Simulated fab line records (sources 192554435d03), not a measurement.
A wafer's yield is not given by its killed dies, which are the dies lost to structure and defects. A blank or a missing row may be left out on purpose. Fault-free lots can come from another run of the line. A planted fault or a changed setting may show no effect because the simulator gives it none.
Lot-split experiment	flow n5_finfet	route with 1938 steps; 7 lots, 39 wafers read

== ON THE SPLIT ==
At N5_MOL_CONTACT_COAG_ETCH_91 (etches SOC in N2/H2, target depth 60 nm, overetch 21 nm, time 101.2 s), the setting source_w was moved away from the recipe's 840 W on 15 of the 39 wafers read, by -11.0% to +14.8%. All remaining wafers had this setting at the recipe value.

The reading is taken at the split's own step.

== THE READING ==
rf_vpp_V, in V, at N5_MOL_CONTACT_COAG_ETCH_91 (etches SOC in N2/H2, target depth 60 nm, overetch 21 nm, time 101.2 s). Fault-free wafers of this fab line usually give 525.6 V, standard deviation 1.9 V.

wafer	tool, chamber at the split	source_w as run, W	against the recipe	rf_vpp_V, V	against lot-mates on the recipe
L074.1	rie_diel-06, 2	840	recipe	526.6	-
L074.2	rie_diel-06, 0	840	recipe	528.2	-
L074.3	rie_diel-06, 1	840	recipe	526.1	-
L074.4	rie_diel-06, 3	840	recipe	523.2	-
L074.5	rie_diel-06, 3	840	recipe	523.9	-
L074.6	rie_diel-06, 2	840	recipe	526.0	-
L078.1	rie_diel-01, 0	747.7	-11.0%	547.3	+23.6
L078.2	rie_diel-01, 2	747.7	-11.0%	544.3	+20.6
L078.3	rie_diel-01, 3	840	recipe	523.0	-
L078.4	rie_diel-01, 1	840	recipe	522.8	-
L078.5	rie_diel-01, 1	747.7	-11.0%	542.8	+19.1
L078.6	rie_diel-01, 2	840	recipe	525.3	-
L083.1	rie_diel-06, 3	840	recipe	522.5	-
L083.2	rie_diel-06, 0	840	recipe	526.3	-
L083.4	rie_diel-06, 2	840	recipe	525.9	-
L084.1	rie_diel-02, 2	916.8	+9.1%	509.5	-17.4
L084.2	rie_diel-02, 3	840	recipe	524.5	-
L084.3	rie_diel-02, 0	916.8	+9.1%	513.1	-13.8
L084.4	rie_diel-02, 1	840	recipe	526.9	-
L084.5	rie_diel-02, 0	840	recipe	529.2	-
L084.6	rie_diel-02, 3	916.8	+9.1%	508.6	-18.3
L087.1	rie_diel-02, 2	840	recipe	525.8	-
L087.2	rie_diel-02, 1	964.6	+14.8%	502.4	-25.0
L087.3	rie_diel-02, 0	840	recipe	528.9	-
L087.4	rie_diel-02, 3	964.6	+14.8%	498.4	-29.0
L087.5	rie_diel-02, 1	964.6	+14.8%	502.4	-25.0
L087.6	rie_diel-02, 0	840	recipe	527.6	-
L089.1	rie_diel-06, 0	778.7	-7.3%	540.7	+13.9
L089.2	rie_diel-06, 1	778.7	-7.3%	540.5	+13.7
L089.3	rie_diel-06, 2	840	recipe	527.3	-
L089.4	rie_diel-06, 3	778.7	-7.3%	534.0	+7.2
L089.5	rie_diel-06, 1	840	recipe	526.5	-
L089.6	rie_diel-06, 0	840	recipe	526.6	-
L094.1	rie_diel-06, 3	755.8	-10.0%	541.7	+15.2
L094.2	rie_diel-06, 0	840	recipe	526.7	-
L094.3	rie_diel-06, 2	755.8	-10.0%	544.6	+18.1
L094.4	rie_diel-06, 1	840	recipe	525.4	-
L094.5	rie_diel-06, 3	755.8	-10.0%	540.6	+14.1
L094.6	rie_diel-06, 0	840	recipe	527.4	-

THE FIT
A straight line over all 39 wafers: rf_vpp_V changes by -1.68 V for each +1% of source_w; r = -0.99; the points scatter about the line by 2 V.
The same after taking each lot's own level away (the mean of its wafers on the recipe; 39 wafers): -1.76 V for each +1%; r = -0.99; scatter 2 V.
According to that fit, moving source_w by its largest amount changes the reading by 26 V.
Across the lots, their own levels run from 523.70 to 527.43 V, a range of 2.0 times the standard deviation given above.
The two slopes agree, so the slope changes little with the lot-to-lot level.
Check: -26.5 V against its lot-mates is what the line predicts for one of the wafers moved furthest among these (+14.8%) when that wafer is left out of the fit. Against them it came out at -25 V.
Tool readings at the split's step, against how far the setting was moved: rf_vpp_V r = -0.99.

== THE OTHER SPLITS THESE WAFERS WENT THROUGH ==
Other splits were also applied to these wafers ahead of the reading. Each is held against what the fit with the lots' levels taken away leaves over:
other split on the same wafers	wafers away from the commonest value	r with rf_vpp_V (lot level and that fit taken away)
N5_GATE_CUT_ETCH_37 bias_w	12	-0.25

== THE FILE'S OWN FIT ==
rf_vpp_V changes by -1.76 V for each +1% of source_w, r = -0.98.
